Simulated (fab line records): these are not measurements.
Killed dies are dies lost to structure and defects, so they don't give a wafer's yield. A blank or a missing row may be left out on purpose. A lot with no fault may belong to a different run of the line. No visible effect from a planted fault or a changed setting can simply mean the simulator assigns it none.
fab line records	flow nand_harc
record lots=6	wafers=18	last_day=32
route steps=1302 shown P_M2@329 P_BONDPAD@351 END@1302
lots that met no fault: from a run of the same line without faults
start_h: hours from the record's opening day to when the first of the lot's shown wafers began	wait_h: time in hours since the lot's previous step	" identical to the entry in the row above	L1.1+2: a single row standing in for several wafers	- no value, or no start given	* or withheld: withheld	< > ~ a bound
route shown NAME@n: a module of which the file shows steps, and the number in the route of the first	usual: mean and standard deviation over wafers with no fault	same: alike in all rows	chamber/n: place in a boat	sites: each site's reading	_std_site: the standard deviation of these	_edge_site: outer sites' mean less inner sites'	radius_mm: for every site, how far away it sits from the centre of the wafer	mask NAME#n: copy n	behind: the most recent tool/chamber to have shaped the wafer	hold: the reason the lot was held/the length of the hold in hours/how it ended	device: which transistor (n, p or np) failed to switch	end of line: the same wafers' tests at the end of the route	where a step has no rows: the recipe by itself	killed: at the first sort, the dies lost to defects and structure; wafer yield is something else	map: the dies of a wafer, with x for killed, . for not killed, _ for no die there
set.NAME: setting as actually run; set.NAME@STEP: the setting as run at that earlier step	model.NAME: the simulator's own value behind a step, which no gauge read
lots at some steps of the route; a table a step, a row a wafer
services: the hour from which a tool's chamber was out of use, counted from the record's first day as start_h (under 0 if before that day), plus the number of hours and why
## steps
# step NHARC_P_M2_OVL_MEAS_10
# recipe pitch_nm=340
# usual overlay_x_nm=0.1/0.91	overlay_y_nm=0.0/0.87
lot.wafer	tool	chamber	start_h	wait_h	overlay_x_nm	overlay_y_nm
L944.1	overlay-01	-	138.92	-	-0.9	-0.4
L944.3	"	-	"	"	-0.6	0.1
L944.4	"	-	"	"	-0.7	-0.5
L954.1	overlay-02	-	225.02	-	1.0	0.8
L954.2	"	-	"	"	1.1	1.6
L954.4	"	-	"	"	0.6	1.0
L956.2	overlay-01	-	253.72	-	0.1	1.0
L956.4	"	-	"	"	0.4	1.1
L956.5	"	-	"	"	0.0	0.6
L959.1	overlay-02	-	274.01	-	0.7	-0.6
L959.5	"	-	"	"	0.4	0.0
L959.6	"	-	"	"	-0.1	-0.2
L960.1	overlay-01	-	292.61	-	-0.1	0.1
L960.2	"	-	"	"	-0.5	0.3
L960.6	"	-	"	"	-0.2	0.9
L964.1	overlay-01	-	336.35	-	-1.0	-0.8
L964.4	"	-	"	"	-1.0	-1.0
L964.6	"	-	"	"	-1.5	-0.8
# step NHARC_P_M2_INSPECT_11
# usual raw_defect_count=4.3/2.4
lot.wafer	tool	chamber	start_h	wait_h	raw_defect_count
L944.1	defect_inspect-01	-	138.95	0.0	2
L944.3	"	-	"	"	4
L944.4	"	-	"	"	4
L954.1	defect_inspect-02	-	225.05	0.0	4
L954.2	"	-	"	"	3
L954.4	"	-	"	"	2
L956.2	defect_inspect-02	-	253.76	0.0	4
L956.4	"	-	"	"	1
L956.5	"	-	"	"	2
L959.1	defect_inspect-01	-	274.05	0.0	3
L959.5	"	-	"	"	4
L959.6	"	-	"	"	2
L960.1	defect_inspect-02	-	292.64	0.0	6
L960.2	"	-	"	"	10
L960.6	"	-	"	"	8
L964.1	defect_inspect-01	-	336.39	0.0	8
L964.4	"	-	"	"	2
L964.6	"	-	"	"	1
# step NHARC_P_M2_DESCUM_14
# recipe time_s=3	o2_flow_sccm=200	ar_flow_sccm=0	bias_power_w=0	chemistry=O2
# usual drypump_motor_current_A=5.8/0.3	oes_product_au=0.996/0.01	rf_vpp_V=57.9/0.89	showerhead_plenum_p_Torr=1.95/0.073	throttle_valve_pct=11.311/0.0086
# same bias_power_w=0
lot.wafer	tool	chamber	start_h	wait_h	drypump_motor_current_A	oes_product_au	rf_hours_counter_h	rf_vpp_V	showerhead_plenum_p_Torr	throttle_valve_pct
L944.3	rie_diel-08	3	139.01	0.1	5.9	0.996	4.0	57.3	1.95	11.309
L944.4	"	1	"	"	5.6	0.997	4.4	58.1	1.92	11.319
L944.1	"	2	"	"	5.9	1.011	3.8	59.0	2.06	11.303
L954.2	rie_diel-08	0	225.12	0.1	5.7	1.013	1.9	57.3	1.98	11.311
L954.4	"	1	"	"	5.5	0.989	2.0	57.2	1.92	11.315
L954.1	"	3	"	"	5.9	1.015	1.7	57.0	1.94	11.313
L956.2	rie_diel-08	2	253.83	0.1	5.9	0.981	2.7	58.6	2.06	11.308
L956.4	"	3	"	"	6.0	1.009	2.6	57.0	1.94	11.309
L956.5	"	2	"	"	5.9	0.987	-	59.0	2.06	11.314
L959.1	rie_diel-08	0	274.11	0.1	5.7	1.008	3.8	58.3	1.98	11.312
L959.6	"	0	"	"	5.7	0.997	-	57.2	1.98	11.306
L959.5	"	1	"	"	5.5	0.972	-	57.5	1.91	11.323
L960.2	rie_diel-13	3	292.71	0.1	6.5	1.019	4.9	58.9	1.82	11.319
L960.1	"	1	"	"	5.8	0.994	4.9	57.6	1.90	11.322
L960.6	"	3	"	"	6.5	1.005	-	57.6	1.82	11.323
L964.1	rie_diel-13	3	336.45	0.1	6.5	1.006	6.7	57.0	1.82	11.300
L964.4	"	0	"	"	5.3	0.991	7.2	57.7	1.96	11.313
L964.6	"	0	"	"	5.2	0.998	-	57.8	1.96	11.309
# step NHARC_P_M2_ETCH_35
# recipe target_depth_a=400	overetch_a=120	time_s=43.94	ion_energy_ev=200	n2_flow_sccm=150	h2_flow_sccm=150	ar_flow_sccm=0	rf_w=400	bias_w=150	chemistry=N2/H2
# step NHARC_P_M2_ETCH_15
# recipe target_depth_a=1825	time_s=91.2	c4f8_flow_sccm=withheld	ar_flow_sccm=400	rf_w=600	bias_w=300	chemistry=C4F8/Ar
# step NHARC_P_M2_CD_MEAS_16
# usual cd_nm=169.6/0.93
lot.wafer	tool	chamber	start_h	wait_h	cd_nm
L944.1	cd_sem-02	-	139.32	-	168.5
L944.3	"	-	"	"	168.5
L944.4	"	-	"	"	167.6
L954.1	cd_sem-01	-	225.42	-	169.2
L954.2	"	-	"	"	169.9
L954.4	"	-	"	"	169.0
L956.2	cd_sem-02	-	254.14	-	170.3
L956.4	"	-	"	"	170.3
L956.5	"	-	"	"	169.8
L959.1	cd_sem-03	-	274.41	-	169.7
L959.5	"	-	"	"	168.7
L959.6	"	-	"	"	169.2
L960.1	cd_sem-03	-	293.01	-	170.6
L960.2	"	-	"	"	169.9
L960.6	"	-	"	"	169.2
L964.1	cd_sem-02	-	336.76	-	170.6
L964.4	"	-	"	"	169.5
L964.6	"	-	"	"	169.4
# step NHARC_P_M2_STRIP_18
# recipe power_w=1000	n2_flow_sccm=150	h2_flow_sccm=150	ar_flow_sccm=0	bias_w=0	chemistry=N2/H2
# step NHARC_P_M2_ETCH_28
# recipe target_depth_a=300	over_etch_frac=0.3	time_s=72.99	ion_energy_ev=150	cf4_flow_sccm=50	n2_flow_sccm=100	ar_flow_sccm=150	rf_w=300	bias_w=100	chemistry=CF4/N2
# usual drypump_motor_current_A=5.77/0.27	oes_product_au=0.998/0.0098	rf_vpp_V=315.1/1.7	showerhead_plenum_p_Torr=2.68/0.091	throttle_valve_pct=19.794/0.0091
lot.wafer	tool	chamber	start_h	wait_h	drypump_motor_current_A	oes_product_au	rf_hours_counter_h	rf_vpp_V	showerhead_plenum_p_Torr	throttle_valve_pct
L944.1	rie_diel-02	0	-	-	5.75	0.984	4.8	316.2	2.78	19.806
L944.3	"	2	"	"	5.89	0.990	6.0	313.3	2.53	19.788
L944.4	"	2	"	"	5.90	0.994	-	313.3	2.53	19.790
L954.2	rie_diel-08	1	-	-	5.53	0.979	2.1	314.1	2.63	19.798
L954.1	"	2	"	"	5.95	0.989	1.7	317.3	2.81	19.805
L954.4	"	3	"	"	5.97	0.990	1.9	313.6	2.67	19.800
L956.2	rie_diel-13	1	-	-	5.79	0.994	3.3	313.5	2.61	19.784
L956.5	"	0	"	"	5.28	0.992	-	315.7	2.69	19.795
L956.4	"	3	"	"	6.48	1.009	-	311.0	2.51	19.791
L959.1	rie_diel-08	0	-	-	5.71	1.003	3.9	317.1	2.71	19.809
L959.6	"	3	"	"	5.94	1.004	-	314.0	2.66	19.796
L959.5	"	0	"	"	5.69	1.002	-	315.5	2.71	19.795
L960.2	rie_diel-02	3	-	-	5.82	0.995	4.2	315.2	2.68	19.803
L960.1	"	0	"	"	5.73	0.995	4.8	316.2	2.78	19.796
L960.6	"	3	"	"	5.80	1.002	-	315.0	2.68	19.796
L964.4	rie_diel-02	0	-	-	5.78	1.005	9.0	317.7	2.77	19.813
L964.1	"	1	"	"	5.60	0.974	6.1	316.8	2.71	19.797
L964.6	"	0	"	"	5.79	1.007	-	315.1	2.77	19.807
# step NHARC_P_M2_STRIP_19
# recipe time_s=600	temp_c=30	chemistry=post_etch_residue_remover
# step NHARC_P_M2_DEGAS_29
# recipe temp_c=250	time_s=60
# usual heater_power_w=358/26
lot.wafer	tool	chamber	start_h	wait_h	heater_power_w
L944.1	pvd_sputter-02	-	140.10	-	382
L944.4	"	-	"	"	338
L944.3	"	-	"	"	371
L954.4	pvd_sputter-03	-	226.13	-	307
L954.2	"	-	"	"	307
L954.1	"	-	"	"	330
L956.2	pvd_sputter-03	-	254.92	-	298
L956.4	"	-	"	"	346
L956.5	"	-	"	"	304
L959.1	pvd_sputter-01	-	275.17	-	349
L959.5	"	-	"	"	343
L959.6	"	-	"	"	373
L960.1	pvd_sputter-01	-	293.74	-	370
L960.2	"	-	"	"	398
L960.6	"	-	"	"	356
L964.1	pvd_sputter-03	-	337.47	-	306
L964.4	"	-	"	"	364
L964.6	"	-	"	"	310
# step NHARC_P_M2_PRE_CLEAN_30
# recipe time_s=30	temp_c=280	gas=H2/He
# step NHARC_P_M2_PVD_20
# recipe target_thk_a=50	bias_v=168.6	power_w=15000	chamber_pressure_pa=0.12	time_s=8.06	substrate_temp_c=50	material=TaN
# step NHARC_P_M2_PVD_21
# recipe target_thk_a=300	chamber_pressure_pa=5	power_w=5000	substrate_temp_c=30	time_s=20.49	material=Cu
# usual throttle_valve_pct=29.8/0.86
lot.wafer	tool	chamber	start_h	wait_h	throttle_valve_pct
L944.3	pvd_sputter-02	-	140.33	-	30.9
L944.1	"	-	"	"	31.0
L944.4	"	-	"	"	29.2
L954.2	pvd_sputter-03	-	226.36	-	30.0
L954.4	"	-	"	"	28.6
L954.1	"	-	"	"	30.3
L956.2	pvd_sputter-03	-	255.16	-	30.6
L956.4	"	-	"	"	30.2
L956.5	"	-	"	"	29.7
L959.1	pvd_sputter-01	-	275.41	-	28.9
L959.5	"	-	"	"	30.4
L959.6	"	-	"	"	28.5
L960.1	pvd_sputter-01	-	293.96	-	28.9
L960.2	"	-	"	"	29.2
L960.6	"	-	"	"	28.8
L964.4	pvd_sputter-03	-	337.72	-	28.5
L964.1	"	-	"	"	29.7
L964.6	"	-	"	"	30.1
# step NHARC_P_M2_ECD_22
# recipe target_thk_a=4000	bath_temp_c=25	material=Cu
# step NHARC_P_M2_ANNEAL_31
# recipe temp_c=225	time_s=90
# step NHARC_P_M2_CMP_23
# recipe t_overpolish_s=20	target_thk_nm=144.3
# step NHARC_P_M2_SRD_25
# step NHARC_P_M2_PRE_CLEAN_32
# recipe time_s=12	temp_c=370	rf_power_w=300	gas=NH3
# step NHARC_P_M2_DEP_33
# recipe target_thk_a=300	temp_c=370	target_thk_nm=30	pressure_torr=3	flow_sccm=200	rf_w=450	material=SiCN
# step NHARC_P_BONDPAD_DEP_00
# recipe target_thk_a=2500	temp_c=370	target_thk_nm=250	pressure_torr=3	flow_sccm=200	rf_w=450	material=SiCN
# step NHARC_P_BONDPAD_CMP_32
# recipe target_thk_nm=200	material=SiCN
# step NHARC_P_BONDPAD_THK_MEAS_33
# recipe thk_meas_gauge=ellipsometry
# usual thk_nm=199.9/1.5
lot.wafer	tool	chamber	start_h	wait_h	thk_nm
L944.1	film_metro-02	-	142.87	0.2	201.5
L944.3	"	-	"	"	197.7
L944.4	"	-	"	"	199.2
L954.1	film_metro-02	-	228.92	0.2	200.9
L954.2	"	-	"	"	200.3
L954.4	"	-	"	"	199.4
L956.2	film_metro-01	-	257.69	0.2	196.9
L956.4	"	-	"	"	198.1
L956.5	"	-	"	"	198.7
L959.1	film_metro-02	-	278.18	0.1	197.3
L959.5	"	-	"	"	195.3
L959.6	"	-	"	"	196.6
L960.1	film_metro-01	-	296.60	0.2	201.0
L960.2	"	-	"	"	201.3
L960.6	"	-	"	"	198.2
L964.1	film_metro-02	-	340.23	0.2	198.4
L964.4	"	-	"	"	200.4
L964.6	"	-	"	"	198.5
# step NHARC_P_BONDPAD_SRD_34
# step NHARC_P_BONDPAD_DEHYDRATE_01
# recipe temp_c=150	time_s=120
# step NHARC_P_BONDPAD_HMDS_02
# recipe time_s=30
# step NHARC_P_BONDPAD_COAT_36
# recipe temp_c=200	time_s=65
# step NHARC_P_BONDPAD_COAT_03
# recipe spin_rpm=2000	resist_thk_nm=600
# step NHARC_P_BONDPAD_SOFTBAKE_04
# recipe temp_c=125	time_s=70
# step NHARC_P_BONDPAD_EBR_05
# step NHARC_P_BONDPAD_EXPOSE_06
# recipe na=0.55	dose_mj=37.06	mask_id=P_BPAD
# step NHARC_P_BONDPAD_PEB_07
# recipe peb_temp_c=128	peb_time_s=80
# step NHARC_P_BONDPAD_DEVELOP_08
# recipe time_s=50	dev_temp_c=22
# step NHARC_P_BONDPAD_CD_MEAS_09
# recipe target_cd_nm=500	landing_energy_ev=500
# usual cd_nm=500.1/1.7
lot.wafer	tool	chamber	start_h	wait_h	cd_nm
L944.1	cd_sem-01	0	143.46	-	499.3
L944.3	"	0	"	"	501.9
L944.4	"	0	"	"	499.4
L954.1	cd_sem-03	0	229.36	-	498.9
L954.2	"	0	"	"	496.0
L954.4	"	0	"	"	498.6
L956.2	cd_sem-03	0	258.14	-	498.3
L956.4	"	0	"	"	500.2
L956.5	"	0	"	"	498.1
L959.1	cd_sem-03	0	278.76	-	499.9
L959.5	"	0	"	"	497.9
L959.6	"	0	"	"	498.3
L960.1	cd_sem-01	0	297.03	-	500.1
L960.2	"	0	"	"	500.0
L960.6	"	0	"	"	500.9
L964.1	cd_sem-01	0	340.68	-	500.1
L964.4	"	0	"	"	501.0
L964.6	"	0	"	"	498.5
# step NHARC_P_BONDPAD_OVL_MEAS_38
# usual overlay_x_nm=1/5.1	overlay_y_nm=-1/6.2
lot.wafer	tool	chamber	start_h	wait_h	overlay_x_nm	overlay_y_nm
L944.1	overlay-01	-	143.55	-	-5	-7
L944.3	"	-	"	"	-5	-7
L944.4	"	-	"	"	-4	-6
L954.1	overlay-02	-	229.45	-	3	7
L954.2	"	-	"	"	4	7
L954.4	"	-	"	"	4	7
L956.2	overlay-01	-	258.22	-	4	6
L956.4	"	-	"	"	3	6
L956.5	"	-	"	"	4	6
L959.1	overlay-01	-	278.85	-	-2	-10
L959.5	"	-	"	"	-3	-11
L959.6	"	-	"	"	-3	-11
L960.1	overlay-01	-	297.12	-	-1	-8
L960.2	"	-	"	"	-1	-8
L960.6	"	-	"	"	-1	-7
L964.1	overlay-01	-	340.77	-	-5	1
L964.4	"	-	"	"	-5	1
L964.6	"	-	"	"	-5	1
# step NHARC_P_BONDPAD_HARDBAKE_10
# recipe temp_c=118	time_s=65
# step NHARC_P_BONDPAD_DESCUM_11
# recipe time_s=3	o2_flow_sccm=200	ar_flow_sccm=0	bias_power_w=0	chemistry=O2
# usual drypump_motor_current_A=5.7/0.47	oes_product_au=1.001/0.0088	rf_vpp_V=57.5/0.84	showerhead_plenum_p_Torr=1.86/0.075	throttle_valve_pct=11.311/0.0085
# same bias_power_w=0
lot.wafer	tool	chamber	start_h	wait_h	drypump_motor_current_A	oes_product_au	rf_hours_counter_h	rf_vpp_V	showerhead_plenum_p_Torr	throttle_valve_pct
L944.3	rie_diel-01	2	143.68	-	5.4	0.981	5.9	57.1	1.92	11.302
L944.1	"	3	"	"	6.5	0.990	6.2	57.5	1.86	11.319
L944.4	"	0	"	"	6.4	0.986	4.4	58.2	2.04	11.316
L954.2	rie_diel-12	3	229.57	-	5.9	1.007	3.0	56.8	1.80	11.312
L954.1	"	0	"	"	5.5	1.006	2.9	58.1	1.93	11.300
L954.4	"	2	"	"	5.7	0.997	2.9	56.9	1.79	11.311
L956.2	rie_diel-01	3	258.35	-	6.5	1.004	1.4	59.3	1.86	11.305
L956.4	"	2	"	"	5.4	1.014	1.3	58.1	1.92	11.318
L956.5	"	3	"	"	6.5	0.998	-	57.3	1.86	11.308
L959.1	rie_diel-01	0	279.00	-	6.4	1.011	2.5	57.1	2.04	11.314
L959.6	"	1	"	"	5.5	1.000	-	55.9	1.85	11.313
L959.5	"	2	"	"	5.4	1.013	-	55.9	1.92	11.316
L960.1	rie_diel-06	0	297.25	-	6.6	1.003	9.9	58.1	1.80	11.318
L960.2	"	2	"	"	5.9	1.009	10.9	57.0	1.88	11.312
L960.6	"	1	"	"	5.9	1.003	-	57.8	1.81	11.300
L964.1	rie_diel-06	2	340.91	-	5.9	0.995	1.2	58.1	1.88	11.324
L964.6	"	3	"	"	5.4	0.995	-	58.5	1.96	11.302
L964.4	"	1	"	"	5.9	0.983	-	58.0	1.81	11.299
# step NHARC_P_BONDPAD_ETCH_37
# recipe target_depth_a=600	overetch_a=180	time_s=65.91	ion_energy_ev=200	n2_flow_sccm=150	h2_flow_sccm=150	ar_flow_sccm=0	rf_w=400	bias_w=150	chemistry=N2/H2
# usual drypump_motor_current_A=5.7/0.48	h2_flow_sccm=150.0/0.44	oes_product_au=1.001/0.0091	rf_vpp_V=429.0/2.4	showerhead_plenum_p_Torr=1.98/0.083	throttle_valve_pct=14.171/0.0094
lot.wafer	tool	chamber	start_h	wait_h	drypump_motor_current_A	h2_flow_sccm	oes_product_au	rf_hours_counter_h	rf_vpp_V	showerhead_plenum_p_Torr	throttle_valve_pct
L944.4	rie_diel-01	3	143.76	0.1	6.5	150.4	1.001	6.2	427.1	1.98	14.152
L944.1	"	0	"	"	6.4	150.4	0.995	4.5	434.9	2.18	14.172
L944.3	"	2	"	"	5.4	149.1	0.992	5.9	431.0	2.05	14.181
L954.2	rie_diel-12	1	229.66	0.1	5.0	150.0	1.008	2.7	425.6	1.90	14.175
L954.1	"	2	"	"	5.7	149.8	0.991	3.0	427.6	1.91	14.189
L954.4	"	3	"	"	5.9	150.5	1.004	3.1	426.8	1.91	14.181
L956.4	rie_diel-01	0	258.43	0.1	6.4	149.8	1.011	1.4	433.6	2.18	14.180
L956.2	"	2	"	"	5.4	150.2	1.012	1.3	429.4	2.04	14.169
L956.5	"	0	"	"	6.4	149.7	0.997	-	432.6	2.18	14.175
L959.1	rie_diel-01	0	279.08	0.1	6.4	150.2	0.989	2.5	434.6	2.18	14.180
L959.5	"	2	"	"	5.4	149.8	1.001	-	430.1	2.04	14.142
L959.6	"	3	"	"	6.5	150.5	1.000	-	429.2	1.98	14.172
L960.2	rie_diel-06	0	297.33	0.1	6.6	149.8	0.999	9.9	426.9	1.92	14.174
L960.1	"	3	"	"	5.4	150.8	1.001	10.8	431.7	2.09	14.162
L960.6	"	1	"	"	5.9	150.5	1.007	-	426.7	1.92	14.170
L964.1	rie_diel-06	1	340.99	0.1	5.9	149.6	0.996	0.8	425.9	1.92	14.188
L964.6	"	2	"	"	5.9	149.5	1.009	-	428.9	2.00	14.170
L964.4	"	3	"	"	5.4	150.0	1.009	-	431.0	2.09	14.189
# step NHARC_P_BONDPAD_ETCH_12
# recipe target_depth_a=2000	time_s=100	chf3_flow_sccm=50	o2_flow_sccm=10	ar_flow_sccm=200	rf_w=500	bias_w=200	chemistry=CHF3/O2
# step NHARC_P_BONDPAD_CD_MEAS_13
# usual cd_nm=499.3/1.7
lot.wafer	tool	chamber	start_h	wait_h	cd_nm
L944.1	cd_sem-03	-	143.99	-	498.3
L944.3	"	-	"	"	500.8
L944.4	"	-	"	"	497.1
L954.1	cd_sem-02	-	229.88	-	498.7
L954.2	"	-	"	"	496.4
L954.4	"	-	"	"	498.5
L956.2	cd_sem-03	-	258.67	-	497.1
L956.4	"	-	"	"	498.7
L956.5	"	-	"	"	496.1
L959.1	cd_sem-01	-	279.29	-	498.3
L959.5	"	-	"	"	497.7
L959.6	"	-	"	"	497.3
L960.1	cd_sem-03	-	297.56	-	499.7
L960.2	"	-	"	"	498.8
L960.6	"	-	"	"	500.2
L964.1	cd_sem-03	-	341.25	-	499.0
L964.4	"	-	"	"	499.9
L964.6	"	-	"	"	496.6
# step NHARC_END_SORT_01
# recipe temp_c=25
# usual defect_limited_yield=91/3	killed_at_array=59/20	killed_at_other=0.8/1	killed_at_periphery=3.2/2.1	killed_dies=63/21	killed_open=3.0/1.9	killed_short=2.3/1.5
# same gross_dies=677
lot.wafer	tool	chamber	start_h	wait_h	defect_limited_yield[%]	killed_at_array	killed_at_other	killed_at_periphery	killed_dies	killed_open	killed_short
L954.1	prober-01	0	652.70	2.5	90	32	3	32	67	2	3
L954.2	prober-01	0	653.49	2.8	85	26	1	76	103	3	2
L954.4	prober-01	0	655.07	3.4	84	36	0	70	106	3	0
L956.2	prober-01	0	678.89	2.8	80	105	0	32	137	2	0
L956.4	prober-01	0	680.49	3.4	77	90	0	67	157	0	2
L956.5	prober-01	0	681.28	3.7	80	78	0	57	135	1	2
L964.1	prober-01	0	771.94	2.5	91	60	0	0	60	0	4
L964.4	prober-01	0	774.31	3.4	91	56	1	1	58	6	3
L964.6	prober-01	0	775.89	4.0	93	47	1	1	49	1	2
# killed by level:class
L954.1 P_M2:unspecified=30 A_CHANNEL_HOLE_D2:chamber_film_flake=10 A_CHANNEL_HOLE_D1:chamber_film_flake=6 A_CONTACT:chamber_film_flake=4 A_STAIRCASE:chamber_film_flake=3 A_SLIT:chamber_film_flake=3 THIN_TSV:chamber_film_flake=3 P_CONTACT:geometric_particle:open=1
L954.2 P_M2:unspecified=70 A_CHANNEL_HOLE_D2:chamber_film_flake=11 A_CHANNEL_HOLE_D1:chamber_film_flake=6 A_STAIRCASE:chamber_film_flake=3 P_GATE:chamber_film_flake=2 P_BONDPAD:chamber_film_flake=2 A_WL_FILL:chamber_film_flake=2 P_CONTACT:geometric_particle:open=1
L954.4 P_M2:unspecified=65 A_CHANNEL_HOLE_D2:chamber_film_flake=17 A_CHANNEL_HOLE_D1:chamber_film_flake=4 A_CONTACT:chamber_film_flake=4 P_BONDPAD:chamber_film_flake=3 A_STAIRCASE:chamber_film_flake=3 A_BONDPAD:chamber_film_flake=3 P_CONTACT:geometric_particle:open=1
L956.2 A_SLIT:chamber_film_flake=34 P_M2:unspecified=30 A_CHANNEL_HOLE_D1:chamber_film_flake=25 A_CHANNEL_HOLE_D2:chamber_film_flake=18 A_STAIRCASE:chamber_film_flake=10 A_CONTACT:chamber_film_flake=10 A_SGD_CUT:chamber_film_flake=4 P_CONTACT:geometric_particle:open=2
L956.4 P_M2:unspecified=67 A_CHANNEL_HOLE_D1:chamber_film_flake=29 A_SLIT:chamber_film_flake=22 A_CHANNEL_HOLE_D2:chamber_film_flake=13 A_STAIRCASE:chamber_film_flake=10 A_CONTACT:chamber_film_flake=8 A_SGD_CUT:chamber_film_flake=3 A_DECK1_JOINT:geometric_particle:short=1
L956.5 P_M2:unspecified=57 A_CHANNEL_HOLE_D1:chamber_film_flake=29 A_SLIT:chamber_film_flake=26 A_CONTACT:chamber_film_flake=7 A_CHANNEL_HOLE_D2:chamber_film_flake=5 A_ZERO_WELL:chamber_film_flake=3 A_STAIRCASE:chamber_film_flake=2 A_M1:chamber_film_flake=2
L964.1 A_CHANNEL_HOLE_D2:chamber_film_flake=32 A_CONTACT:chamber_film_flake=8 A_SLIT:chamber_film_flake=7 A_M0:geometric_particle:short=3 A_BLC:chamber_film_flake=3 A_CHANNEL_HOLE_D1:chamber_film_flake=2 A_CHANNEL_FILL_D2:chamber_film_flake=2 A_SOURCE_PLATE:geometric_particle:short=1
L964.4 A_CHANNEL_HOLE_D2:chamber_film_flake=26 A_CONTACT:chamber_film_flake=6 A_SLIT:chamber_film_flake=5 A_CHANNEL_HOLE_D1:unspecified=3 A_STAIRCASE:chamber_film_flake=3 A_CHANNEL_FILL_D2:geometric_particle:open=2 A_CHANNEL_HOLE_D1:chamber_film_flake=2 A_BLC:chamber_film_flake=2
L964.6 A_CHANNEL_HOLE_D2:chamber_film_flake=30 A_SLIT:chamber_film_flake=5 A_CONTACT:chamber_film_flake=5 A_ONON_D2:geometric_particle:short=1 A_ONON_D2:geometric_particle:open=1 A_WL_FILL:geometric_particle:short=1 P_ZERO_WELL:chamber_film_flake=1 A_ZERO_WELL:chamber_film_flake=1
# map L954.4 (x killed, . not)
____________.____________
_________......._________
_______....x...x.._______
______...........x.______
_____..............._____
____............x....____
____.....x...........____
___...................___
___...................___
__.....................__
__.....................__
_...x.......x..........._
_...........x..........._
_......................._
_........x.x............_
_........x......xx.x...._
........xxx.x...xx.......
........x.xx..xx.xx.x.xx.
.......xxx.x....xxxxx....
........xx..x..xxxxxx...x
........xxx.x..xxxxxxxx..
_..........xx..xxxxxxx.._
_.........x....xxxxxxxx._
_........x.....xxxxxxx.._
_............x.xxxxx...._
_........x.......xxx...._
__..............xxx.x..__
__................x....__
___...................___
___...........x.......___
____........x.x......____
____.................____
_____..............._____
______............x______
_______..........._______
_________......._________
____________.____________
# map L956.4 (x killed, . not)
____________.____________
_________......._________
_______..xx......._______
______.............______
_____.x.xx........x._____
____.x.xxxx.....xx.xx____
____.xxxxx.....xxxxxx____
___xxxxxxxx.......xxxx___
___xxxxxxxxx....xx.x.x___
__..xxxxxxx......xxxxxx__
__..xxxxxxxx...........__
_...xxxxxxx.......xx.x.._
_..xx.xxxx.........x...._
_x.xxxxxxx.x............_
_x...x..xx.............._
_.x..x.xxx.............._
.....x.x.xx..............
..x....xxxxx....x........
..x...xxxxx.x..........x.
.......xxxxx.............
......xxxxxx.............
_..x....x.x............._
_.......xxx............._
_.......xx.x............_
_.x................x...._
_......................._
__.....x...x.x.x.......__
__.........x...........__
___...................___
___...........x.......___
____.................____
____................x____
_____...x..........._____
______.x...........______
_______..........._______
_________......._________
____________.____________
## services
tool	chamber	start_h	hours	kind
rie_diel-02	-	115.84	0.9	repair
rie_diel-13	0	119.54	2.7	repair
rie_diel-02	-	120.18	4.4	repair
rie_diel-08	0	125.66	3.8	repair
rie_diel-06	-	130.20	9.0	pm
rie_diel-02	1	138.80	16.8	repair
pvd_sputter-01	-	162.41	0.5	repair
rie_diel-13	-	165.00	9.0	pm
rie_diel-08	3	165.91	6.9	repair
pvd_sputter-03	-	170.00	10.0	pm
rie_diel-08	0	170.78	5.0	repair
rie_diel-08	-	190.80	9.0	pm
rie_diel-02	2	200.61	24.7	repair
rie_diel-13	2	201.24	54.4	repair
pvd_sputter-03	-	201.81	5.6	repair
rie_diel-08	2	212.05	2.0	repair
rie_diel-02	-	216.70	9.0	pm
rie_diel-01	-	218.71	9.0	pm
rie_diel-13	-	222.33	19.4	repair
rie_diel-06	1	228.87	3.5	repair
pvd_sputter-01	-	239.15	10.0	pm
rie_diel-06	-	307.20	9.0	pm
rie_diel-06	1	329.53	7.0	repair
rie_diel-06	0	337.37	7.7	repair
## key
first_sign step=NHARC_END_SORT_01	reading=killed_at_periphery	direction=up	sigmas=25	usual=3.2	struck=55.7
effect step=NHARC_END_SORT_01	reading=defect_limited_yield	direction=down	sigmas=2.6	usual=91	struck=83	wafers_moved=4
more_kills_born_at NHARC_P_M2_PVD_21@pvd_sputter-03=319
met_at NHARC_P_M2_PVD_21
struck_wafers L954.1,L954.2,L954.4,L956.2,L956.4,L956.5
fault kind=chamber_particle_source	tool=pvd_sputter-03	chamber=-	onset_h=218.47	steps=NHARC_P_M2_PVD_21	rate_per_visit_cm2=0.42107	end_h=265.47
